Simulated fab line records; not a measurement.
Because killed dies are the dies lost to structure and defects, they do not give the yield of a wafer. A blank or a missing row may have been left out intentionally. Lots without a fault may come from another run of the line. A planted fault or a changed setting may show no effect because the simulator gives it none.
Split-lot experiment :: flow n5 finfet :: on a route of 1938 steps: 7 lots, 21 wafers read

## SPLIT DETAILS
At N5_BEOL_M5_EXPOSE_08 (exposes mask M5, target cd 28 nm), the setting dose mj was moved away from the recipe's 35.75 on 7 of the 21 wafers read, by -4.3% to +5.7%. All remaining wafers had this setting at the recipe value.

## FROM THE SPLIT TO THE READING: what the file shows between them, 25 steps
- N5_BEOL_M5_PEB_09: peb time 60 s
- N5_BEOL_M5_DEVELOP_10: develop time 30 s
- N5_BEOL_M5_CD_MEAS_11: target cd 27.74 nm
- N5_BEOL_M5_DESCUM_16: chemistry O2, time 7 s
- N5_BEOL_M5_ETCH_72: etches underlayer in N2/H2, target depth 6.5 nm, time 5.2 s
- N5_BEOL_M5_ETCH_61: etches SiARC in CF4, target depth 15.6 nm, time 26 s
- N5_BEOL_M5_ETCH_62: etches SOC in N2/H2, target depth 75 nm, overetch 15 nm, time 112.5 s
- N5_BEOL_M5_STRIP_63: strips in N2/H2
- N5_BEOL_M5_HM_OPEN_17: chemistry Cl2/BCl3, target TiN, target depth 20 nm, overetch 6 nm
- N5_BEOL_M5_STRIP_19: strips in O2
- N5_BEOL_M5_CD_MEAS_18: pitch 56 nm, target cd 28 nm
- N5_BEOL_M5_COAT_65: time 60 s, resist thk 60 nm
- N5_BEOL_M5_COAT_66: time 60 s, resist thk 12 nm
- N5_BEOL_M5_DESCUM_33: chemistry O2, time 7 s
- N5_BEOL_M5_ETCH_75: etches underlayer in N2/H2, target depth 6.5 nm, time 5.2 s
- N5_BEOL_M5_ETCH_67: etches SiARC in CF4, target depth 15.6 nm, time 26 s
- N5_BEOL_M5_ETCH_68: etches SOC in N2/H2, target depth 80 nm, overetch 16 nm, time 120 s
- N5_BEOL_M5_STRIP_69: strips in N2/H2
- N5_BEOL_M5_STRIP_85: strips in C4F6/O2
- N5_BEOL_M5_STRIP_36: strips in N2/H2
- N5_BEOL_M5_TRENCH_ETCH_37: etches SiCOH lowk in C4F6/O2, target depth 71.652 nm, time 24.7 s
- N5_BEOL_M5_ETCH_41: etches SiCN in CH3F/O2, target depth 31.5 nm, time 56.7 s
- N5_BEOL_M5_STRIP_91: strips in N2/H2, time 10 s
- N5_BEOL_M5_PRECLEAN_42: cleans in residue remover, time 60 s
- N5_BEOL_M5_SRD_43: time 30 s

## THE READING
cd nm, in nm, at N5_BEOL_M5_CD_MEAS_35 (target cd 28 nm, target cd y 24 nm). Fault-free wafers of this fab line usually give 28.0 nm, standard deviation 0.32 nm.

wafer: L074.3
tool, chamber at the split: euv scanner-01, 0
dose mj as run: 35.75
against the recipe: recipe
cd nm, nm: 28.6
against lot-mates on the recipe: -

wafer: L074.5
tool, chamber at the split: euv scanner-01, 0
dose mj as run: 34.52
against the recipe: -3.4%
cd nm, nm: 27.6
against lot-mates on the recipe: -0.9

wafer: L074.6
tool, chamber at the split: euv scanner-01, 0
dose mj as run: 35.75
against the recipe: recipe
cd nm, nm: 28.4
against lot-mates on the recipe: -

wafer: L077.1
tool, chamber at the split: euv scanner-01, 0
dose mj as run: 35.75
against the recipe: recipe
cd nm, nm: 27.9
against lot-mates on the recipe: -

wafer: L077.4
tool, chamber at the split: euv scanner-01, 0
dose mj as run: 35.75
against the recipe: recipe
cd nm, nm: 28.4
against lot-mates on the recipe: -

wafer: L077.5
tool, chamber at the split: euv scanner-01, 0
dose mj as run: 35.75
against the recipe: recipe
cd nm, nm: 27.7
against lot-mates on the recipe: -

wafer: L087.1
tool, chamber at the split: euv scanner-01, 0
dose mj as run: 34.21
against the recipe: -4.3%
cd nm, nm: 27.2
against lot-mates on the recipe: -1.3

wafer: L087.2
tool, chamber at the split: euv scanner-01, 0
dose mj as run: 34.21
against the recipe: -4.3%
cd nm, nm: 27.6
against lot-mates on the recipe: -0.9

wafer: L087.6
tool, chamber at the split: euv scanner-01, 0
dose mj as run: 35.75
against the recipe: recipe
cd nm, nm: 28.5
against lot-mates on the recipe: -

wafer: L086.1
tool, chamber at the split: euv scanner-01, 0
dose mj as run: 35.75
against the recipe: recipe
cd nm, nm: 27.9
against lot-mates on the recipe: -

wafer: L086.3
tool, chamber at the split: euv scanner-01, 0
dose mj as run: 37.8
against the recipe: +5.7%
cd nm, nm: 29.0
against lot-mates on the recipe: +1.1

wafer: L086.6
tool, chamber at the split: euv scanner-01, 0
dose mj as run: 37.8
against the recipe: +5.7%
cd nm, nm: 29.3
against lot-mates on the recipe: +1.4

wafer: L091.3
tool, chamber at the split: euv scanner-01, 0
dose mj as run: 35.75
against the recipe: recipe
cd nm, nm: 28.2
against lot-mates on the recipe: -

wafer: L091.4
tool, chamber at the split: euv scanner-01, 0
dose mj as run: 35.75
against the recipe: recipe
cd nm, nm: 28.0
against lot-mates on the recipe: -

wafer: L091.6
tool, chamber at the split: euv scanner-01, 0
dose mj as run: 36.86
against the recipe: +3.1%
cd nm, nm: 28.9
against lot-mates on the recipe: +0.8

wafer: L093.1
tool, chamber at the split: euv scanner-02, 0
dose mj as run: 35.75
against the recipe: recipe
cd nm, nm: 27.9
against lot-mates on the recipe: -

wafer: L093.2
tool, chamber at the split: euv scanner-02, 0
dose mj as run: 37.33
against the recipe: +4.4%
cd nm, nm: 28.9
against lot-mates on the recipe: +1.1

wafer: L093.4
tool, chamber at the split: euv scanner-02, 0
dose mj as run: 35.75
against the recipe: recipe
cd nm, nm: 27.7
against lot-mates on the recipe: -

wafer: L094.2
tool, chamber at the split: euv scanner-01, 0
dose mj as run: 35.75
against the recipe: recipe
cd nm, nm: 27.4
against lot-mates on the recipe: -

wafer: L094.4
tool, chamber at the split: euv scanner-01, 0
dose mj as run: 35.75
against the recipe: recipe
cd nm, nm: 28.1
against lot-mates on the recipe: -

wafer: L094.6
tool, chamber at the split: euv scanner-01, 0
dose mj as run: 35.75
against the recipe: recipe
cd nm, nm: 28.4
against lot-mates on the recipe: -

FIT RESULTS
A straight line over all 21 wafers: cd nm changes by +0.179 nm for each +1% of dose mj; r = +0.84; the points scatter about the line by 0.31 nm.
The same after taking each lot's own level away (the mean of its wafers on the recipe; 21 wafers): +0.239 nm for each +1%; r = +0.94; scatter 0.23 nm.
On that fit, the largest move of dose mj shifts the reading by 1.4 nm.
The span of the lots' own levels, 27.80 to 28.50 nm, comes to 2.2 times the standard deviation stated above.
So the slope is not independent of the lot-to-lot level: the two fits are not the same.
Check: with one of the wafers moved furthest among these (+5.7%) left out of the fit, the line predicts +1.44 nm for it against its lot-mates. Against them it came out at +1.1 nm.

## THE WHOLE CHAIN: every reading that the file lists as answering this split, in the file's order
step: N5_BEOL_M5_CD_MEAS_11
what it does: target cd 27.74 nm
reading: cd nm
change (the file's fit): +0.232 nm for each +1% of the setting
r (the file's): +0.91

step: N5_BEOL_M5_DESCUM_16
what it does: chemistry O2, time 7 s
reading: BEOL_M5.cd nm (the simulator's own value, which no gauge read)
change (the file's fit): +0.236 nm for each +1% of the setting
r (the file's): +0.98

step: N5_BEOL_M5_ETCH_61
what it does: etches SiARC in CF4, target depth 15.6 nm, time 26 s
reading: BEOL_M5.cd nm (the simulator's own value, which no gauge read)
change (the file's fit): +0.232 nm for each +1% of the setting
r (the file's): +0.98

step: N5_BEOL_M5_CD_MEAS_18
what it does: pitch 56 nm, target cd 28 nm
reading: cd nm
change (the file's fit): +0.216 nm for each +1% of the setting
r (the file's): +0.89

step: N5_BEOL_M5_ETCH_67
what it does: etches SiARC in CF4, target depth 15.6 nm, time 26 s
reading: BEOL_M5.cd nm (the simulator's own value, which no gauge read)
change (the file's fit): +0.223 nm for each +1% of the setting
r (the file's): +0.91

step: N5_BEOL_M5_TRENCH_ETCH_37
what it does: etches SiCOH lowk in C4F6/O2, target depth 71.652 nm, time 24.7 s
reading: BEOL_M5.cd nm (the simulator's own value, which no gauge read)
change (the file's fit): +0.251 nm for each +1% of the setting
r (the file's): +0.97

step: N5_BEOL_M5_CD_MEAS_35
what it does: target cd 28 nm, target cd y 24 nm
reading: cd nm
change (the file's fit): +0.242 nm for each +1% of the setting
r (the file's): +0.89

## FILE'S OWN FIT
cd nm changes by +0.242 nm for each +1% of dose mj, r = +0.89.
